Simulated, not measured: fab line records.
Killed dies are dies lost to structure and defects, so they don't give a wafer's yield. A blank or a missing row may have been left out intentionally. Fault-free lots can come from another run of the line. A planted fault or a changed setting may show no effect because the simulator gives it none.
Problem report in the 8D (eight disciplines) form, filled by code / flow n5 finfet / the parts of the form that need people (team, actions taken, sign-off) are left out

## 1. PROBLEM STATEMENT
At N5_BEOL_M11_COAT_05, spin speed rpm averages 773.4 rpm over 6 wafers from 2 lots, while fault-free wafers read 1499.8 rpm, standard deviation 0.93. So: -99 or more standard deviations from the usual mean.
The step: resist thk 90 nm.
Earliest sighting: wafer L718.4 on litho track-02 at day 13 08:46. At this step, 34 wafers from 13 lots have a number in the record. The rule behind "out" and "out of limits": a value lying over 4 standard deviations away from the usual mean. All remaining wafers that have a number are taken as sound.

## 2. WHAT IT IS, WHAT IT ISN'T
question=which readings at this step | is=spin speed rpm | is not=chill plate temp C
question=which lots | is=L718, L721 | is not=L713, L714, L715, L716, L717, L720, L726, L727, L728, L729, L731
question=which wafers of those lots | is=all that have a number | is not=-
question=read on which tools | is=litho track-02 | is not=litho track-01, litho track-04
question=when | is=from day 13 08:46 | is not=up to then (13 sound wafers); but 15 sound wafers of L720, L726, L727, L728, L729, L731 came after

## 3. SUSPECTS, AND WHAT RULES EACH OUT
Counting: a tool stays on the suspect list if, at a process step up to the reading, it processed all lots that are out and no sound lot following the first of them.
- pecvd-03 at N5_BEOL_M10_DEP_56 (deposits SiCN from 3MS/NH3, target thk 15 nm, time 26.5 s): ruled out as a lasting fault. Following L718 (day 13 05:46), the first lot on it that is out, the sound lots L726, L729 were run on it.
- litho track-02 at N5_BEOL_M11_COAT_05 (resist thk 90 nm): kept. It ran every lot that is out, first L718 (day 13 08:46), and no sound lot after that; its last sound lot up to then is L716 (day 12 15:26). Its own readings are out on those wafers: spin speed rpm.
Left after counting: litho track-02 at N5_BEOL_M11_COAT_05.

## 4. THE CAUSE (what the simulator had put in)
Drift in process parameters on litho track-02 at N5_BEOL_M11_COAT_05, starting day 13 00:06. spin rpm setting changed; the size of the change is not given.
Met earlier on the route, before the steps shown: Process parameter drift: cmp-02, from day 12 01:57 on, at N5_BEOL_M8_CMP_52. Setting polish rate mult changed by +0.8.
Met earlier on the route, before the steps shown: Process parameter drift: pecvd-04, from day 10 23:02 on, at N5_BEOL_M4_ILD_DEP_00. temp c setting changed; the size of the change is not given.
The count eliminated every tool but this one.

## 5. THE EFFECT CHAIN, in route order
Each row: a reading where the mean over the struck wafers with a number is more than 3 standard deviations away from the usual. Scope: only readings with a usual standard deviation given in the record; hours: median across lots of the time from each lot's start at the first step in this table that gives one to its start at this step; sigmas: change in usual standard deviations.
hours=0; step=N5_BEOL_M11_COAT_05; reading=spin speed rpm; usual=1499.8 rpm; on struck wafers=773.4; change=-726.4; sigmas=-99 or more
It contains these process steps:
- N5_BEOL_M11_COAT_05: resist thk 90 nm.

## 6. WHAT WOULD HAVE CAUGHT IT SOONER
9 hours passed between the start of the fault at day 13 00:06 and the first reading out of limits in this record, taken at day 13 08:46.
